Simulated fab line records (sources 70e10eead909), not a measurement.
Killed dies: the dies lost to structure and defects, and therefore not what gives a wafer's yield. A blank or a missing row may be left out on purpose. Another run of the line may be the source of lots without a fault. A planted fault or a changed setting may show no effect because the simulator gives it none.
Matching of chambers    flow nand harc    rie diel-08 running NHARC_P_BONDPAD_ETCH_24: 4 sister chambers
The step etches the open film in CF4/N2, target depth 30 nm, time 72.99 s. 17 wafers are shown with their chamber, then 8 later ones without.

WAFERS WITH THEIR CHAMBER
wafer   chamber  showerhead plenum p Torr (Torr)  drypump motor current A (A)  oes product au (a.u.)
L435.1  2        2.75                             5.0                          1.010
L435.2  1        2.64                             6.2                          0.999
L435.4  0        2.63                             6.1                          0.991
L434.3  2        2.75                             5.0                          1.013
L434.5  1        2.64                             6.3                          1.006
L434.6  2        2.75                             5.0                          1.008
L436.4  2        2.75                             5.0                          1.011
L436.5  0        2.63                             6.1                          0.993
L436.6  1        2.64                             6.3                          1.007
L438.3  0        2.63                             6.2                          0.988
L438.5  3        2.77                             5.8                          0.994
L438.6  1        2.64                             6.2                          0.990
L440.6  2        2.75                             5.0                          1.014
L452.1  2        2.74                             5.0                          1.006
L452.2  0        2.63                             6.1                          0.988
L452.4  3        2.77                             5.8                          0.982
L453.3  0        2.63                             6.1                          0.988

SIGNATURES, as means of the wafers listed above
reading                   chamber 0  chamber 1  chamber 2  chamber 3  scatter within a chamber
showerhead plenum p Torr  2.6300     2.6400     2.7483     2.7700     0.00253
drypump motor current A   6.120      6.250      5.000      5.800      0.0372
oes product au            0.98960    1.00050    1.01033    0.98800    0.00499
Rule: a wafer lies at a distance from a chamber equal to the root of the sum of squares, over the readings, of (its reading less the chamber's mean, divided by the reading's scatter). The wafer belongs to the nearest chamber; if the next one is less than 2 further off, it can't be placed. The scatter: the root of (the sum of the squares of (reading less its chamber's mean) over the shown wafers, divided by (wafers less chambers)).

WAFERS WITH NO CHAMBER GIVEN
wafer   showerhead plenum p Torr (Torr)  drypump motor current A (A)  oes product au (a.u.)
L453.4  2.74                             5.0                          1.004
L453.6  2.63                             6.1                          1.000
L454.1  2.64                             6.3                          0.989
L454.2  2.77                             5.8                          0.991
L454.6  2.64                             6.2                          0.996
L455.1  2.64                             6.3                          0.985
L455.2  2.77                             5.8                          0.987
L455.4  2.63                             6.1                          0.990

THE CHAMBER EACH PASSED THROUGH
wafer   from the rows above  in truth
L453.4  2                    2
L453.6  0                    0
L454.1  1                    1
L454.2  3                    3
L454.6  1                    1
L455.1  1                    1
L455.2  3                    3
L455.4  0                    0
Correct placement for 8 of the 8. Left unplaced by these rows: 0. Placed wrongly: 0.
